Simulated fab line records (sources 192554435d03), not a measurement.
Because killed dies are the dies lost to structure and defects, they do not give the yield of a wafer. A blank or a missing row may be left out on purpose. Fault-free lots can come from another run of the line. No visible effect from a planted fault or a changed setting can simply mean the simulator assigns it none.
fab line records    flow n5_finfet
record lots=24  wafers=72  last_day=19
route steps=1938 shown MOL_CONTACT_COAG@526
lots that met no fault: taken from a fault-free run of the same line
start_h: hours from the record's opening day to when the first of the lot's shown wafers began    wait_h: time in hours since the lot's previous step    " the same as in the row above    L1.1+2: one row covering several wafers at once    - either no value or no given start    * or withheld: withheld    < > ~ a bound
route shown NAME@n: names a module that has steps shown in the file, with the first one's number in the route    usual: the fault-free wafers' mean and standard deviation    same: alike in all rows    chamber/n: place in a boat    sites: readings site by site    _std_site: how widely they spread, as a standard deviation    _edge_site: mean of outer sites minus mean of inner sites    radius_mm: for every site, how far away it sits from the centre of the wafer    mask NAME#n: copy n    behind: the tool/chamber that last shaped the wafer    hold: why the lot was held/for how many hours/how that ended    device: names the non-switching transistor (n, p or np)    end of line: the same wafers' tests at the end of the route    a step with no rows: only its recipe    killed: not the wafer's yield, but the dies lost to structure and defects at the first sort    map: the dies of a wafer, with x for killed, . for not killed, _ for no die there
set.NAME: the setting that was run; set.NAME@STEP: the one run at that earlier step    model.NAME: the simulator's own value behind a step, which no gauge read
route steps across a sampled set of lots; one table per step, one row per wafer
services: the hour from which a tool's chamber was out of use, counted from the record's first day as start_h (under 0 if before that day), plus the number of hours and why
## steps
# step N5_MOL_CONTACT_COAG_CD_MEAS_08
# recipe target_cd_nm=28  landing_energy_ev=500  detector=se_inlens  polarity=opening
# usual cd_nm=28.01/0.26
lot.wafer  tool       chamber  start_h  wait_h  cd_nm
L074.1     cd_sem-03  0        91.69    -       28.08
L074.4     "          0        "        "       27.49
L074.6     "          0        "        "       27.73
L075.2     cd_sem-01  0        99.04    -       27.52
L075.4     "          0        "        "       27.81
L075.6     "          0        "        "       28.12
L076.3     cd_sem-03  0        100.50   -       28.32
L076.4     "          0        "        "       28.16
L076.6     "          0        "        "       28.14
L077.4     cd_sem-03  0        110.93   -       27.78
L077.5     "          0        "        "       27.94
L077.6     "          0        "        "       28.33
L078.1     cd_sem-02  0        111.74   -       27.57
L078.3     "          0        "        "       28.27
L078.5     "          0        "        "       27.80
L079.2     cd_sem-02  0        122.82   -       27.80
L079.5     "          0        "        "       28.06
L079.6     "          0        "        "       28.05
L080.1     cd_sem-01  0        124.62   -       28.18
L080.2     "          0        "        "       28.09
L080.4     "          0        "        "       28.02
L081.3     cd_sem-03  0        130.72   -       27.98
L081.5     "          0        "        "       27.50
L081.6     "          0        "        "       27.83
L082.1     cd_sem-01  0        136.57   -       27.95
L082.3     "          0        "        "       27.86
L082.4     "          0        "        "       28.25
L083.1     cd_sem-02  0        142.48   -       27.64
L083.4     "          0        "        "       27.56
L083.6     "          0        "        "       27.34
L084.1     cd_sem-03  0        153.18   -       27.81
L084.3     "          0        "        "       27.88
L084.4     "          0        "        "       27.89
L085.2     cd_sem-02  0        154.66   -       27.50
L085.4     "          0        "        "       28.41
L085.5     "          0        "        "       27.85
L086.1     cd_sem-01  0        164.80   -       28.04
L086.2     "          0        "        "       28.50
L086.3     "          0        "        "       28.35
L087.2     cd_sem-02  0        165.42   -       27.82
L087.4     "          0        "        "       28.79
L087.6     "          0        "        "       28.09
L088.1     cd_sem-03  0        176.80   -       27.97
L088.3     "          0        "        "       28.25
L088.4     "          0        "        "       27.89
L089.1     cd_sem-02  0        184.05   -       28.05
L089.3     "          0        "        "       27.89
L089.6     "          0        "        "       27.68
L091.1     cd_sem-03  0        191.81   -       28.31
L091.3     "          0        "        "       27.78
L091.4     "          0        "        "       28.16
L090.1     cd_sem-03  0        200.47   -       28.23
L090.2     "          0        "        "       28.19
L090.4     "          0        "        "       28.58
L092.2     cd_sem-01  0        201.18   -       28.23
L092.3     "          0        "        "       28.24
L092.5     "          0        "        "       28.01
L093.1     cd_sem-01  0        202.83   -       27.95
L093.2     "          0        "        "       28.27
L093.6     "          0        "        "       28.13
L094.2     cd_sem-02  0        211.94   -       27.69
L094.5     "          0        "        "       28.27
L094.6     "          0        "        "       27.97
L095.1     cd_sem-03  0        215.60   -       28.27
L095.2     "          0        "        "       28.07
L095.3     "          0        "        "       27.71
L096.1     cd_sem-01  0        224.81   -       28.07
L096.2     "          0        "        "       27.82
L096.6     "          0        "        "       27.88
L097.1     cd_sem-01  0        226.09   -       27.98
L097.3     "          0        "        "       28.14
L097.5     "          0        "        "       28.17
# step N5_MOL_CONTACT_COAG_TI_SIL_19
# recipe material=Ti  target_thk_a=42  temp_c=200  chamber_pressure_pa=5  power_w=5000  time_s=15
# usual throttle_valve_pct=30.1/1.1
# same time_s=15
lot.wafer  tool            chamber  start_h  wait_h  throttle_valve_pct
L074.1     pvd_sputter-01  -        92.96    0.5     31.1
L074.4     "               -        "        "       32.0
L074.6     "               -        "        "       32.1
L075.2     pvd_sputter-01  -        100.97   0.2     32.3
L075.4     "               -        "        "       31.1
L075.6     "               -        "        "       30.9
L076.3     pvd_sputter-01  -        101.57   0.2     30.9
L076.4     "               -        "        "       32.3
L076.6     "               -        "        "       31.0
L078.1     pvd_sputter-03  -        113.38   0.2     29.4
L078.3     "               -        "        "       28.7
L078.5     "               -        "        "       28.4
L077.4     pvd_sputter-01  -        113.48   0.1     31.1
L077.5     "               -        "        "       32.0
L077.6     "               -        "        "       31.2
L079.2     pvd_sputter-02  -        123.82   0.2     29.2
L079.5     "               -        "        "       29.5
L079.6     "               -        "        "       30.6
L080.1     pvd_sputter-02  -        125.62   0.2     29.6
L080.2     "               -        "        "       28.8
L080.4     "               -        "        "       30.2
L081.3     pvd_sputter-02  -        132.10   0.1     30.6
L081.5     "               -        "        "       29.2
L081.6     "               -        "        "       29.4
L082.1     pvd_sputter-03  -        137.95   0.2     28.3
L082.3     "               -        "        "       29.7
L082.4     "               -        "        "       30.7
L083.1     pvd_sputter-03  -        144.08   0.2     29.6
L083.4     "               -        "        "       28.8
L083.6     "               -        "        "       28.5
L084.1     pvd_sputter-03  -        154.77   0.2     28.7
L084.3     "               -        "        "       29.2
L084.4     "               -        "        "       30.6
L085.2     pvd_sputter-03  -        155.65   0.2     30.6
L085.4     "               -        "        "       29.4
L085.5     "               -        "        "       28.6
L086.1     pvd_sputter-01  -        165.99   0.3     32.5
L086.2     "               -        "        "       31.3
L086.3     "               -        "        "       31.0
L087.2     pvd_sputter-01  -        166.47   0.2     31.0
L087.4     "               -        "        "       30.9
L087.6     "               -        "        "       31.3
L088.1     pvd_sputter-01  -        178.29   0.2     32.2
L088.3     "               -        "        "       28.7
L088.4     "               -        "        "       31.0
L089.1     pvd_sputter-03  -        185.76   0.4     30.4
L089.3     "               -        "        "       29.9
L089.6     "               -        "        "       29.6
L091.1     pvd_sputter-03  -        192.82   0.2     29.6
L091.3     "               -        "        "       28.5
L091.4     "               -        "        "       29.2
L090.1     pvd_sputter-01  -        201.60   0.3     32.3
L090.2     "               -        "        "       31.0
L090.4     "               -        "        "       31.1
L092.2     pvd_sputter-03  -        202.17   0.2     28.4
L092.3     "               -        "        "       30.8
L092.5     "               -        "        "       29.6
L093.1     pvd_sputter-01  -        204.86   0.3     28.9
L093.2     "               -        "        "       32.0
L093.6     "               -        "        "       28.9
L094.2     pvd_sputter-03  -        214.38   0.3     29.3
L094.5     "               -        "        "       29.4
L094.6     "               -        "        "       28.4
L095.1     pvd_sputter-01  -        218.38   0.2     31.3
L095.2     "               -        "        "       29.1
L095.3     "               -        "        "       32.0
L096.1     pvd_sputter-01  -        226.04   0.2     28.8
L096.2     "               -        "        "       30.9
L096.6     "               -        "        "       29.0
L097.1     pvd_sputter-03  -        227.58   0.3     30.7
L097.3     "               -        "        "       28.7
L097.5     "               -        "        "       29.5
# step N5_MOL_CONTACT_COAG_PRE_CLEAN_141
# recipe gas=H2/He  time_s=60  temp_c=300
# usual heater_power_w=490/35
# same time_s=60
lot.wafer  tool            chamber  start_h  wait_h  heater_power_w
L074.1     pvd_sputter-01  -        94.17    0.6     449
L074.4     "               -        "        "       484
L074.6     "               -        "        "       450
L075.2     pvd_sputter-01  -        101.83   0.3     495
L075.4     "               -        "        "       533
L075.6     "               -        "        "       526
L076.3     pvd_sputter-03  -        102.91   0.7     525
L076.4     "               -        "        "       499
L076.6     "               -        "        "       536
L078.1     pvd_sputter-01  -        114.48   0.6     516
L078.3     "               -        "        "       490
L078.5     "               -        "        "       486
L077.4     pvd_sputter-03  -        114.60   0.5     493
L077.5     "               -        "        "       409
L077.6     "               -        "        "       524
L079.2     pvd_sputter-02  -        125.28   0.8     514
L079.5     "               -        "        "       512
L079.6     "               -        "        "       479
L080.1     pvd_sputter-02  -        126.70   0.5     444
L080.2     "               -        "        "       484
L080.4     "               -        "        "       519
L081.3     pvd_sputter-01  -        134.69   1.9     486
L081.5     "               -        "        "       492
L081.6     "               -        "        "       518
L082.1     pvd_sputter-01  -        138.97   0.5     456
L082.3     "               -        "        "       537
L082.4     "               -        "        "       492
L083.1     pvd_sputter-02  -        146.02   1.4     505
L083.4     "               -        "        "       495
L083.6     "               -        "        "       445
L084.1     pvd_sputter-01  -        155.96   0.7     530
L084.3     "               -        "        "       533
L084.4     "               -        "        "       483
L085.2     pvd_sputter-03  -        156.79   0.6     416
L085.4     "               -        "        "       537
L085.5     "               -        "        "       508
L086.1     pvd_sputter-02  -        167.34   0.7     533
L086.2     "               -        "        "       488
L086.3     "               -        "        "       454
L087.2     pvd_sputter-03  -        168.74   1.5     483
L087.4     "               -        "        "       501
L087.6     "               -        "        "       497
L088.1     pvd_sputter-01  -        179.33   0.5     451
L088.3     "               -        "        "       523
L088.4     "               -        "        "       491
L089.1     pvd_sputter-03  -        188.26   1.9     531
L089.3     "               -        "        "       406
L089.6     "               -        "        "       504
L091.1     pvd_sputter-02  -        195.66   2.2     475
L091.3     "               -        "        "       450
L091.4     "               -        "        "       456
L090.1     pvd_sputter-02  -        202.94   0.8     443
L090.2     "               -        "        "       512
L090.4     "               -        "        "       447
L092.2     pvd_sputter-01  -        204.70   2.0     456
L092.3     "               -        "        "       487
L092.5     "               -        "        "       523
L093.1     pvd_sputter-01  -        205.94   0.6     534
L093.2     "               -        "        "       484
L093.6     "               -        "        "       443
L094.2     pvd_sputter-01  -        218.22   3.3     521
L094.5     "               -        "        "       446
L094.6     "               -        "        "       523
L095.1     pvd_sputter-01  -        219.88   1.0     541
L095.2     "               -        "        "       464
L095.3     "               -        "        "       524
L096.1     pvd_sputter-01  -        227.20   0.4     528
L096.2     "               -        "        "       456
L096.6     "               -        "        "       524
L097.1     pvd_sputter-01  -        231.98   2.8     529
L097.3     "               -        "        "       502
L097.5     "               -        "        "       528
# step N5_MOL_CONTACT_COAG_SPUTTER_130
# recipe material=Co  target_thk_a=475  temp_c=25  chamber_pressure_pa=0.5  power_w=3000
# usual throttle_valve_pct=30.0/1.1
lot.wafer  tool            chamber  start_h  wait_h  throttle_valve_pct
L074.1     pvd_sputter-02  -        97.36    0.0     30.2
L074.4     "               -        "        "       30.4
L074.6     "               -        "        "       29.6
L075.2     pvd_sputter-01  -        104.33   0.0     31.2
L075.4     "               -        "        "       32.4
L075.6     "               -        "        "       31.1
L076.3     pvd_sputter-03  -        105.23   0.0     28.4
L076.4     "               -        "        "       29.3
L076.6     "               -        "        "       29.4
L078.1     pvd_sputter-02  -        118.30   0.0     29.4
L078.3     "               -        "        "       30.4
L078.5     "               -        "        "       29.3
L077.4     pvd_sputter-01  -        118.44   0.0     28.9
L077.5     "               -        "        "       31.9
L077.6     "               -        "        "       31.3
L079.2     pvd_sputter-01  -        128.68   0.0     28.9
L079.5     "               -        "        "       32.0
L079.6     "               -        "        "       31.4
L080.1     pvd_sputter-03  -        129.37   0.0     29.5
L080.2     "               -        "        "       28.5
L080.4     "               -        "        "       29.5
L081.3     pvd_sputter-03  -        138.31   0.0     30.9
L081.5     "               -        "        "       28.5
L081.6     "               -        "        "       29.2
L082.1     pvd_sputter-03  -        142.37   0.0     29.4
L082.3     "               -        "        "       28.4
L082.4     "               -        "        "       29.5
L083.1     pvd_sputter-01  -        149.32   0.0     31.0
L083.4     "               -        "        "       31.2
L083.6     "               -        "        "       32.2
L084.1     pvd_sputter-02  -        158.21   0.0     29.2
L084.3     "               -        "        "       30.1
L084.4     "               -        "        "       29.5
L085.2     pvd_sputter-02  -        161.85   0.0     29.4
L085.4     "               -        "        "       29.5
L085.5     "               -        "        "       29.2
L086.1     pvd_sputter-01  -        169.55   0.0     28.8
L086.2     "               -        "        "       30.9
L086.3     "               -        "        "       32.2
L087.2     pvd_sputter-03  -        172.82   0.0     29.7
L087.4     "               -        "        "       31.0
L087.6     "               -        "        "       30.8
L088.1     pvd_sputter-01  -        182.49   0.0     31.0
L088.3     "               -        "        "       29.1
L088.4     "               -        "        "       30.8
L089.1     pvd_sputter-03  -        191.26   0.0     30.8
L089.3     "               -        "        "       29.7
L089.6     "               -        "        "       28.3
L091.1     pvd_sputter-01  -        198.28   0.0     29.1
L091.3     "               -        "        "       30.8
L091.4     "               -        "        "       32.4
L090.1     pvd_sputter-03  -        205.25   0.0     29.6
L090.2     "               -        "        "       28.5
L090.4     "               -        "        "       29.9
L092.2     pvd_sputter-03  -        208.35   0.0     28.7
L092.3     "               -        "        "       29.7
L092.5     "               -        "        "       28.5
L093.1     pvd_sputter-03  -        208.51   0.0     29.8
L093.2     "               -        "        "       30.5
L093.6     "               -        "        "       30.9
L094.2     pvd_sputter-02  -        220.46   0.0     29.0
L094.5     "               -        "        "       29.4
L094.6     "               -        "        "       30.2
L095.1     pvd_sputter-03  -        223.51   0.0     28.6
L095.2     "               -        "        "       29.6
L095.3     "               -        "        "       30.8
L096.1     pvd_sputter-01  -        231.78   0.0     32.5
L096.2     "               -        "        "       31.3
L096.6     "               -        "        "       32.4
L097.1     pvd_sputter-03  -        234.23   0.0     28.5
L097.3     "               -        "        "       30.4
L097.5     "               -        "        "       28.5
# step N5_MOL_CONTACT_COAG_CD_MEAS_84
# recipe target_cd_nm=25.1  landing_energy_ev=500  detector=se_inlens  polarity=opening
# usual cd_nm=25.11/0.23
lot.wafer  tool       chamber  start_h  wait_h  cd_nm
L074.1     cd_sem-03  0        102.18   -       24.96
L074.4     "          0        "        "       25.04
L074.6     "          0        "        "       25.32
L075.2     cd_sem-02  0        108.20   -       25.01
L075.4     "          0        "        "       25.17
L075.6     "          0        "        "       25.25
L076.3     cd_sem-01  0        109.27   -       24.79
L076.4     "          0        "        "       25.39
L076.6     "          0        "        "       25.44
L078.1     cd_sem-02  0        122.08   -       25.03
L078.3     "          0        "        "       25.11
L078.5     "          0        "        "       25.13
L077.4     cd_sem-02  0        123.13   -       24.98
L077.5     "          0        "        "       25.28
L077.6     "          0        "        "       24.96
L079.2     cd_sem-01  0        132.56   -       24.92
L079.5     "          0        "        "       25.47
L079.6     "          0        "        "       25.32
L080.1     cd_sem-03  0        133.11   -       24.67
L080.2     "          0        "        "       25.21
L080.4     "          0        "        "       24.67
L081.3     cd_sem-03  0        142.18   -       25.14
L081.5     "          0        "        "       25.10
L081.6     "          0        "        "       24.85
L082.1     cd_sem-03  0        146.12   -       25.01
L082.3     "          0        "        "       25.20
L082.4     "          0        "        "       25.08
L083.1     cd_sem-02  0        153.18   -       25.21
L083.4     "          0        "        "       25.16
L083.6     "          0        "        "       24.84
L084.1     cd_sem-03  0        161.96   -       25.10
L084.3     "          0        "        "       25.16
L084.4     "          0        "        "       24.94
L085.2     cd_sem-01  0        166.49   -       24.86
L085.4     "          0        "        "       24.82
L085.5     "          0        "        "       25.27
L086.1     cd_sem-02  0        174.10   -       24.76
L086.2     "          0        "        "       24.93
L086.3     "          0        "        "       25.00
L087.2     cd_sem-03  0        176.68   -       25.01
L087.4     "          0        "        "       25.00
L087.6     "          0        "        "       25.02
L088.1     cd_sem-03  0        186.93   -       25.57
L088.3     "          0        "        "       25.62
L088.4     "          0        "        "       25.47
L089.1     cd_sem-01  0        195.88   -       25.08
L089.3     "          0        "        "       25.49
L089.6     "          0        "        "       25.42
L091.1     cd_sem-01  0        202.15   -       25.14
L091.3     "          0        "        "       25.03
L091.4     "          0        "        "       25.31
L090.1     cd_sem-02  0        211.19   -       24.80
L090.2     "          0        "        "       24.90
L090.4     "          0        "        "       24.54
L092.2     cd_sem-02  0        214.47   -       24.89
L092.3     "          0        "        "       24.63
L092.5     "          0        "        "       25.19
L093.1     cd_sem-02  0        214.64   -       24.62
L093.2     "          0        "        "       25.11
L093.6     "          0        "        "       25.05
L094.2     cd_sem-02  0        224.50   -       25.08
L094.5     "          0        "        "       25.21
L094.6     "          0        "        "       24.85
L095.1     cd_sem-02  0        227.60   -       25.07
L095.2     "          0        "        "       25.19
L095.3     "          0        "        "       25.40
L096.1     cd_sem-01  0        235.65   -       25.08
L096.2     "          0        "        "       25.05
L096.6     "          0        "        "       25.46
L097.1     cd_sem-02  0        238.00   -       25.31
L097.3     "          0        "        "       25.20
L097.5     "          0        "        "       25.49
# step N5_MOL_CONTACT_COAG_INSPECT_57
# recipe mode=adi  inspect_instrument=brightfield
# usual raw_defect_count=195/52
lot.wafer  tool               chamber  start_h  wait_h  raw_defect_count
L074.1     defect_inspect-02  -        102.27   0.1     172
L074.4     "                  -        "        "       259
L074.6     "                  -        "        "       138
L075.2     defect_inspect-02  -        108.29   0.0     170
L075.4     "                  -        "        "       125
L075.6     "                  -        "        "       197
L076.3     defect_inspect-02  -        109.36   0.0     175
L076.4     "                  -        "        "       159
L076.6     "                  -        "        "       249
L078.1     defect_inspect-02  -        122.17   0.1     163
L078.3     "                  -        "        "       108
L078.5     "                  -        "        "       142
L077.4     defect_inspect-02  -        123.21   0.0     164
L077.5     "                  -        "        "       247
L077.6     "                  -        "        "       256
L079.2     defect_inspect-02  -        132.64   0.0     258
L079.5     "                  -        "        "       216
L079.6     "                  -        "        "       230
L080.1     defect_inspect-01  -        133.20   0.1     174
L080.2     "                  -        "        "       129
L080.4     "                  -        "        "       215
L081.3     defect_inspect-01  -        142.27   0.0     151
L081.5     "                  -        "        "       192
L081.6     "                  -        "        "       247
L082.1     defect_inspect-01  -        146.20   0.1     189
L082.3     "                  -        "        "       168
L082.4     "                  -        "        "       156
L083.1     defect_inspect-01  -        153.27   0.1     318
L083.4     "                  -        "        "       218
L083.6     "                  -        "        "       251
L084.1     defect_inspect-01  -        162.05   0.1     145
L084.3     "                  -        "        "       279
L084.4     "                  -        "        "       258
L085.2     defect_inspect-02  -        166.58   0.1     235
L085.4     "                  -        "        "       302
L085.5     "                  -        "        "       345
L086.1     defect_inspect-02  -        174.19   0.1     99
L086.2     "                  -        "        "       108
L086.3     "                  -        "        "       167
L087.2     defect_inspect-01  -        176.77   0.0     252
L087.4     "                  -        "        "       196
L087.6     "                  -        "        "       224
L088.1     defect_inspect-02  -        187.01   0.1     184
L088.3     "                  -        "        "       156
L088.4     "                  -        "        "       105
L089.1     defect_inspect-02  -        195.97   0.1     203
L089.3     "                  -        "        "       185
L089.6     "                  -        "        "       147
L091.1     defect_inspect-01  -        202.24   0.1     235
L091.3     "                  -        "        "       182
L091.4     "                  -        "        "       174
L090.1     defect_inspect-02  -        211.28   0.1     278
L090.2     "                  -        "        "       261
L090.4     "                  -        "        "       151
L092.2     defect_inspect-02  -        214.55   0.0     178
L092.3     "                  -        "        "       232
L092.5     "                  -        "        "       172
L093.1     defect_inspect-02  -        214.73   0.1     177
L093.2     "                  -        "        "       157
L093.6     "                  -        "        "       196
L094.2     defect_inspect-01  -        224.59   0.0     161
L094.5     "                  -        "        "       180
L094.6     "                  -        "        "       179
L095.1     defect_inspect-01  -        227.69   0.1     120
L095.2     "                  -        "        "       213
L095.3     "                  -        "        "       155
L096.1     defect_inspect-01  -        235.73   0.1     149
L096.2     "                  -        "        "       116
L096.6     "                  -        "        "       103
L097.1     defect_inspect-01  -        238.10   0.1     99
L097.3     "                  -        "        "       143
L097.5     "                  -        "        "       143
## services
tool            chamber  start_h  hours  kind
pvd_sputter-02  -        112.78   1.3    repair
pvd_sputter-02  -        180.38   6.8    repair
pvd_sputter-01  -        185.31   8.9    repair
## key
fault none
